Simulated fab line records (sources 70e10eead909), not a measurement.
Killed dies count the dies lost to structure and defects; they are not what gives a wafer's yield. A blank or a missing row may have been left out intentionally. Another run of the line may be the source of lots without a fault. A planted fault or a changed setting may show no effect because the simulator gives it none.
Comparing a struck lot with a sound one	flow nand_harc	28 out of 1302 route steps
Sound: the wafers L776.1, L776.3, L776.4. Wafers struck: L790.1, L790.2, L790.3. The cause comes at the end.
Per side, at each step with rows, come the tool, then ch with its chambers, and then its first start. Under that, the readings that differ: sound wafers	struck wafers	difference of the means	sigmas: that difference in standard deviations of wafers without a fault.
alike: readings with means less than 2 such deviations apart, plus words and numbers identical on both sides. not compared: withheld readings, readings lacking a value on some wafer, bounds such as >300 that could conceal the same value, and numbers that have no deviation in the record and whose values overlap.
Wherever a step has rows on one side only, a row that says differs or no value, or a row with sigmas, the two part there. Non-overlapping numbers with no deviation appear without sigmas and do not part them. A reading missing from all wafers of one side parts the sides only when that side holds two or more wafers.

first, 1 step without rows for these wafers: NHARC_A_CHANNEL_HOLE_D2_DEVELOP_09 (develop time 35 s).
NHARC_A_CHANNEL_HOLE_D2_CD_MEAS_10 targets a cd of 100 nm.
  sound on cd_sem-01 ch 0, day 13 11:04; struck on cd_sem-02 ch 0, day 19 10:36
  alike: cd_nm
NHARC_A_CHANNEL_HOLE_D2_OVL_MEAS_11:
  sound: overlay-02 at day 13 11:10; struck: overlay-01 at day 19 10:41
  alike: overlay_x_nm, overlay_y_nm
NHARC_A_CHANNEL_HOLE_D2_INSPECT_12:
  sound: defect_inspect-02 at day 13 11:12; struck: defect_inspect-02 at day 19 10:44
reading	sound	struck	difference	sigmas
raw_defect_count	50 59 84	15 12 21	-48	-2
then, 1 step without rows for these wafers: NHARC_A_CHANNEL_HOLE_D2_DESCUM_15 (chemistry O2, time 3 s).
NHARC_A_CHANNEL_HOLE_D2_ETCH_38: etches the open film in CF4, target depth 39 nm, time 65 s.
  sound on rie_diel-09 ch 0,2,3, day 13 11:20; struck on rie_diel-05 ch 1,2,3, day 19 10:53
reading	sound	struck	difference	sigmas
rf_hours_counter_h (h)	7.5 9.4 9.9	2.7 1.8 2.6	-6.6	
  alike: bias_w, cf4_flow_sccm, drypump_motor_current_A, oes_product_au, rf_vpp_V, showerhead_plenum_p_Torr, throttle_valve_pct
then, 1 step without rows for these wafers: NHARC_A_CHANNEL_HOLE_D2_ETCH_39 (etches the open film in N2/H2, target depth 260 nm, time 325 s).
NHARC_A_CHANNEL_HOLE_D2_ETCH_34: etches the open film in CF4/CHF3, target depth 154 nm, time 77 s.
  sound: rie_diel-09 ch 0,1,3; struck: rie_diel-05 ch 1,2,3
reading	sound	struck	difference	sigmas
rf_hours_counter_h (h)	10.1 7.7 8.5	2.0 2.8 2.9	-6.2	
  alike: bias_w, cf4_flow_sccm, drypump_motor_current_A, oes_product_au, rf_vpp_V, showerhead_plenum_p_Torr, throttle_valve_pct
NHARC_A_CHANNEL_HOLE_D2_ETCH_16: etches the open film in O2/COS, target depth 3100 nm, time 806 s.
  sound: rie_diel-09 ch 1,2,3; struck: rie_diel-05 ch 1,2,3
reading	sound	struck	difference	sigmas
rf_hours_counter_h (h)	8.6 10.3 9.6	2.2 3.0 3.0	-6.8	
  alike: bias_w, chamber_pressure_mTorr, drypump_motor_current_A, oes_product_au, rf_vpp_V, showerhead_plenum_p_Torr, throttle_valve_pct
NHARC_A_CHANNEL_HOLE_D2_CD_MEAS_18:
  sound: cd_sem-01 at day 13 12:22; struck: cd_sem-02 at day 19 12:07
  alike: cd_nm
then, 2 steps without rows for these wafers: NHARC_A_CHANNEL_HOLE_D2_ETCH_19 (etches the open film in C4F8/O2/Ar, time 34.5 s); NHARC_A_CHANNEL_HOLE_D2_ETCH_20 (etches the open film in C4F8/O2/Ar, time 361.9 s, target depth 1600 nm).
NHARC_A_CHANNEL_HOLE_D2_ETCH_21: etches the open film in C4F8/O2/Ar, time 514.3 s, target depth 1600 nm.
  sound on har_etch-01 ch 0,1, day 13 16:02; struck on har_etch-02 ch 0,1, day 19 14:37
  no value came back on the struck wafers for any of 6 readings (c4f8_flow_sccm (sccm), chamber_pressure_mTorr (mTorr) and others); on the sound wafers c4f8_flow_sccm (sccm) reads 89.66 89.86 89.06
  not compared: rf_hours_counter_h
then, 5 steps without rows for these wafers: NHARC_A_CHANNEL_HOLE_D2_ETCH_22 (etches the open film in C4F8/O2/Ar, time 666.7 s, target depth 1600 nm); NHARC_A_CHANNEL_HOLE_D2_ETCH_23 (etches the open film in C4F8/O2/Ar, time 819 s, target depth 1600 nm); NHARC_A_CHANNEL_HOLE_D2_ETCH_24 (etches the open film in C4F8/O2/Ar, time 906.2 s, target depth 1500 nm); NHARC_A_CHANNEL_HOLE_D2_ETCH_25 (etches the open film in C4F8/O2/Ar, time 1040.2 s, target depth 1500 nm); NHARC_A_CHANNEL_HOLE_D2_ETCH_26 (etches the open film in C4F8/O2/Ar, time 224.1 s, target depth 300 nm).
NHARC_A_CHANNEL_HOLE_D2_ETCH_27: etches the open film in C4F8/O2/Ar, time 90 s, target depth 400 nm.
  sound on har_etch-01 ch 0,1, day 13 19:34; struck on har_etch-02 ch 0,1, day 19 18:11
  alike: bias_v, c4f8_flow_sccm, drypump_motor_current_A, oes_air_line_au, showerhead_plenum_p_Torr, throttle_valve_pct
  not compared: rf_hours_counter_h
then, 3 steps without rows for these wafers: NHARC_A_CHANNEL_HOLE_D2_STRIP_41 (strips in N2/H2); NHARC_A_CHANNEL_HOLE_D2_STRIP_42 (strips in CF4/CHF3); NHARC_A_CHANNEL_HOLE_D2_STRIP_43 (strips in O2/COS).
NHARC_A_CHANNEL_HOLE_D2_ETCH_44: etches the open film in CF4/O2, target depth 140 nm, overetch 14 nm, time 77 s.
  sound on rie_diel-05 ch 0,1,2, day 13 20:19; struck on rie_diel-09 ch 0,2,3, day 19 18:56
reading	sound	struck	difference	sigmas
rf_hours_counter_h (h)	4.0 3.9 3.8	6.5 6.5 6.5	+2.6	
  alike: bias_w, cf4_flow_sccm, drypump_motor_current_A, oes_product_au, rf_vpp_V, showerhead_plenum_p_Torr, throttle_valve_pct
  not compared: model.A_CHANNEL_HOLE_D2.cd_nm
NHARC_A_CHANNEL_HOLE_D2_STRIP_28: strips in O2.
  sound: rie_diel-05 ch 0,2,3; struck: rie_diel-09 ch 1,2,3
reading	sound	struck	difference	sigmas
rf_hours_counter_h (h)	2.7 3.8 4.0	6.5 5.7 6.5	+2.7	
  alike: drypump_motor_current_A, oes_product_au, rf_vpp_V, showerhead_plenum_p_Torr, throttle_valve_pct
then, 2 steps without rows for these wafers: NHARC_A_CHANNEL_HOLE_D2_PRECLEAN_29 (cleans in SC1); NHARC_A_CHANNEL_HOLE_D2_SRD_30.
NHARC_A_CHANNEL_HOLE_D2_CD_MEAS_31:
  sound: cd_sem-03 at day 13 21:06; struck: cd_sem-02 at day 19 19:55
reading	sound	struck	difference	sigmas
cd_nm (nm)	90.4 91.3 91.8	-0.4 0.2 0.6	-91.0	-48
  not compared: hold
NHARC_END_SORT_01:
  the record has rows for the sound wafers here (prober-01 ch 0, day 24 09:24) and none for the struck ones

## WHERE THEY PART
Last at NHARC_END_SORT_01 as far as this record goes, first at NHARC_A_CHANNEL_HOLE_D2_INSPECT_12.

WHY: what had been put in by the simulator
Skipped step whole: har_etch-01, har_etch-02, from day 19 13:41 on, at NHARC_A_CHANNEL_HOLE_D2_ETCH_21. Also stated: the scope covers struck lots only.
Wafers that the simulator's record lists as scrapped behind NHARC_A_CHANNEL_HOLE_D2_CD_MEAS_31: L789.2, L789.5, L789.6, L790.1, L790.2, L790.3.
